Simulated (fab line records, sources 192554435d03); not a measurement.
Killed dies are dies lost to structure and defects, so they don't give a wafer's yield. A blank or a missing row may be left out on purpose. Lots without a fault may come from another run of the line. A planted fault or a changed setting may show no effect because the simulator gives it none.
Split-lot experiment | flow n5_finfet | 7 lots, 21 wafers read, on a route of 1938 steps

THE SPLIT
At N5_BEOL_M3_COAT_22 (resist thk 30 nm), the setting spin_rpm was moved away from the recipe's 1500 rpm on 7 of the 21 wafers read, by -10.7% to +5.1%. The other wafers ran this setting at the recipe's value.

FROM THE SPLIT TO THE READING: what the file shows between them, 5 steps
- N5_BEOL_M3_EBR_24
- N5_BEOL_M3_SOFTBAKE_23: time 60 s
- N5_BEOL_M3_EXPOSE_25: exposes mask V2, defocus 5 nm
- N5_BEOL_M3_PEB_26: peb time 60 s
- N5_BEOL_M3_DEVELOP_27: develop time 30 s

THE READING
CAR-EUV_of_BEOL_M3_COAT_22.thk_nm (the simulator's own value, which no gauge read), in nm, at N5_BEOL_M3_DESCUM_33 (chemistry O2, time 7 s). The file gives no usual value for it. The 14 wafers here that ran the recipe average 26.0 nm, standard deviation 0.091 nm.

wafer  | tool, chamber at the split | spin_rpm as run, rpm | against the recipe | CAR-EUV_of_BEOL_M3_COAT_22.thk_nm, nm | against lot-mates on the recipe
L078.3 | litho_track-05, 0          | 1416                 | -5.6%              | 27                                    | +0.8
L078.4 | litho_track-05, 0          | 1416                 | -5.6%              | 27                                    | +0.8
L078.5 | litho_track-05, 0          | 1500                 | recipe             | 26.2                                  | -
L079.1 | litho_track-02, 0          | 1500                 | recipe             | 26.2                                  | -
L079.4 | litho_track-02, 0          | 1500                 | recipe             | 26                                    | -
L079.6 | litho_track-02, 0          | 1500                 | recipe             | 26                                    | -
L082.2 | litho_track-04, 0          | 1500                 | recipe             | 25.8                                  | -
L082.3 | litho_track-04, 0          | 1500                 | recipe             | 26                                    | -
L082.6 | litho_track-04, 0          | 1500                 | recipe             | 26                                    | -
L084.2 | litho_track-04, 0          | 1500                 | recipe             | 26                                    | -
L084.3 | litho_track-04, 0          | 1500                 | recipe             | 26                                    | -
L084.5 | litho_track-04, 0          | 1500                 | recipe             | 26                                    | -
L085.2 | litho_track-04, 0          | 1577                 | +5.1%              | 25.4                                  | -0.6
L085.6 | litho_track-04, 0          | 1577                 | +5.1%              | 25.4                                  | -0.6
L085.3 | litho_track-04, 0          | 1500                 | recipe             | 26                                    | -
L090.1 | litho_track-04, 0          | 1500                 | recipe             | 26                                    | -
L090.4 | litho_track-04, 0          | 1500                 | recipe             | 26                                    | -
L090.2 | litho_track-04, 0          | 1383                 | -7.8%              | 27.4                                  | +1.4
L092.2 | litho_track-02, 0          | 1340                 | -10.7%             | 27.8                                  | +1.8
L092.5 | litho_track-02, 0          | 1340                 | -10.7%             | 27.8                                  | +1.8
L092.6 | litho_track-02, 0          | 1500                 | recipe             | 26                                    | -

THE FIT
A straight line over all 21 wafers: CAR-EUV_of_BEOL_M3_COAT_22.thk_nm changes by -0.161 nm for each +1% of spin_rpm; r = -0.99; the points scatter about the line by 0.11 nm.
The same after taking each lot's own level away (the mean of its wafers on the recipe; 21 wafers): -0.157 nm for each +1%; r = -0.99; scatter 0.1 nm.
On that fit, the largest move of spin_rpm shifts the reading by 1.7 nm.
The lots' own levels span 25.93 to 26.20 nm, that is 2.9 times the standard deviation above.
So the lot-to-lot level changes the slope little: the two slopes agree.
Check: with one of the wafers moved furthest among these (-10.7%) left out of the fit, the line predicts +1.67 nm for it against its lot-mates. It came out at +1.8 nm against them.

OTHER SPLITS ON THESE WAFERS
These wafers also went through other splits before the reading. Each is held against what the fit with the lots' levels taken away leaves over:
other split on the same wafers | wafers away from the commonest value | r with CAR-EUV_of_BEOL_M3_COAT_22.thk_nm (lot level and that fit taken away)
N5_BEOL_M1_COAT_61 spin_rpm    | 9                                    | -0.26
N5_BEOL_M2_DESCUM_16 time_s    | 6                                    | -0.15
N5_BEOL_M2_ETCH_64 source_w    | 11                                   | +0.01

THE WHOLE CHAIN: every reading that the file lists as answering this split, in the file's order
step                  | what it does           | reading                                                                            | change (the file's fit)               | r (the file's)
N5_BEOL_M3_COAT_22    | resist thk 30 nm       | CAR-EUV_of_BEOL_M3_COAT_22.thk_nm (the simulator's own value, which no gauge read) | -0.155 nm for each +1% of the setting | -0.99
N5_BEOL_M3_DEVELOP_27 | develop time 30 s      | CAR-EUV_of_BEOL_M3_COAT_22.thk_nm (the simulator's own value, which no gauge read) | -0.165 nm for each +1% of the setting | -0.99
N5_BEOL_M3_DESCUM_33  | chemistry O2, time 7 s | CAR-EUV_of_BEOL_M3_COAT_22.thk_nm (the simulator's own value, which no gauge read) | -0.162 nm for each +1% of the setting | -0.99

THE FILE'S OWN FIT
CAR-EUV_of_BEOL_M3_COAT_22.thk_nm changes by -0.162 nm for each +1% of spin_rpm, r = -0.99.
